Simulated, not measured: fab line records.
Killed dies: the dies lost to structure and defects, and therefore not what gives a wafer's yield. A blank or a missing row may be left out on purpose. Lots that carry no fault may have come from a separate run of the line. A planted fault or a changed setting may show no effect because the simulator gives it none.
Matching of chambers	flow n5_finfet	N5_BEOL_M11_CURE_71 on uv_cure-01 has 3 sister chambers
The step cures SiCOH lowk, time 240 s. 18 wafers are shown with their chamber, then 9 later ones without.

## WAFERS, EACH WITH ITS CHAMBER
wafer	chamber	wafer_temp_C_max	lamp_power_pct (%)
L075.2	0	385.8	52.33
L075.4	0	386.9	52.32
L075.6	0	386.1	52.30
L076.1	2	386.9	52.33
L076.4	2	387.3	52.39
L076.6	2	387.2	52.36
L077.1	1	387.2	52.31
L077.2	1	386.7	52.34
L077.5	1	387.4	52.32
L080.1	2	387.3	52.23
L080.2	2	387.4	52.30
L080.5	2	386.9	52.26
L085.3	1	386.9	52.33
L085.4	1	387.0	52.33
L085.6	1	387.2	52.30
L087.3	2	388.8	52.38
L087.4	2	388.6	52.37
L087.6	2	387.4	52.31

SIGNATURES, as means of the wafers listed above
reading	chamber 0	chamber 1	chamber 2	scatter within a chamber
wafer_temp_C_max	386.267	387.067	387.533	0.563
lamp_power_pct	52.3167	52.3217	52.3256	0.0418
Rule: for each reading, subtract the chamber's mean from the wafer's reading, divide by that reading's scatter and square the result; add these up over the readings and take the root, which gives the wafer's distance from the chamber. If the next closest chamber is less than 2 further off than the closest, the wafer can't be placed; otherwise it belongs to the closest. The scatter: the root of (the sum of the squares of (reading less its chamber's mean) over the shown wafers, divided by (wafers less chambers)).

## WAFERS WITHOUT THEIR CHAMBER
wafer	wafer_temp_C_max	lamp_power_pct (%)
L079.1	386.1	52.27
L079.2	386.6	52.23
L079.6	386.4	52.36
L096.1	387.6	52.27
L096.3	387.3	52.22
L096.6	388.1	52.38
L095.1	387.0	52.35
L095.4	388.8	52.29
L095.6	387.9	52.34

## THE CHAMBER EACH PASSED THROUGH
wafer	from the rows above	in truth
L079.1	can't be placed: 0 or 1 or 2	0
L079.2	can't be placed: 0 or 1 or 2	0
L079.6	can't be placed: 0 or 1 or 2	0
L096.1	can't be placed: 2 or 1 or 0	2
L096.3	can't be placed: 1 or 2 or 0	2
L096.6	can't be placed: 2 or 1 or 0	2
L095.1	can't be placed: 1 or 2 or 0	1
L095.4	can't be placed: 2 or 1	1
L095.6	can't be placed: 2 or 1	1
Correctly placed: 0 of 9. Not placeable from these rows: 9 (in 9, the candidates include the true chamber). Placed wrongly: 0.
